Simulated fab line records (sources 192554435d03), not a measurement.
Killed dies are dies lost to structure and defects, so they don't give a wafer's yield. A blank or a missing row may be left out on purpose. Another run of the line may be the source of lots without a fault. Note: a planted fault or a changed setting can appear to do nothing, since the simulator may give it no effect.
Matching of chambers | flow n5 finfet | N5_BEOL_M0_ETCH_128 on rie diel-05: 4 sister chambers
The step etches SiCN in CF4/N2, target depth 12 nm, overetch 5.1 nm, time 21.4 s. 4 wafers are shown with their chamber, then 9 later ones without.

## WAFERS WITH THEIR CHAMBER
wafer  | chamber | drypump motor current A (A)
L087.4 | 0       | 5.7
L088.4 | 3       | 5.6
L091.5 | 2       | 5.1
L091.6 | 1       | 6.0

## WAFERS WITH NO CHAMBER GIVEN
wafer  | drypump motor current A (A)
L092.1 | 5.1
L092.3 | 5.1
L092.4 | 6.1
L094.2 | 5.7
L094.4 | 6.1
L094.5 | 5.7
L096.1 | 5.1
L096.4 | 5.6
L096.5 | 5.8

## WHICH CHAMBER EACH WENT THROUGH
wafer  | from the rows above          | in truth
L092.1 | 2                            | 2
L092.3 | 2                            | 2
L092.4 | 1                            | 1
L094.2 | can't be placed: 0 or 3      | 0
L094.4 | 1                            | 1
L094.5 | can't be placed: 0 or 3      | 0
L096.1 | 2                            | 2
L096.4 | can't be placed: 3 or 0      | 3
L096.5 | can't be placed: 0 or 1 or 3 | 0
5 of 9 placed correctly. Not placeable from these rows: 4 (in 4, the candidates include the true chamber). 0 placed wrongly.
How it was worked out, from the rows above alone: a wafer's distance from a chamber is the root of the sum, over the readings, of the square of ((its reading less the chamber's mean) divided by the reading's scatter). The wafer belongs to the nearest chamber; if the next one is less than 2 further off, it can't be placed. For every chamber, the mean is computed from those of its wafers that are shown. The scatter (one wafer shown for each chamber): square how far every hidden wafer sits from the nearest shown wafer, average those squares and take the square root.
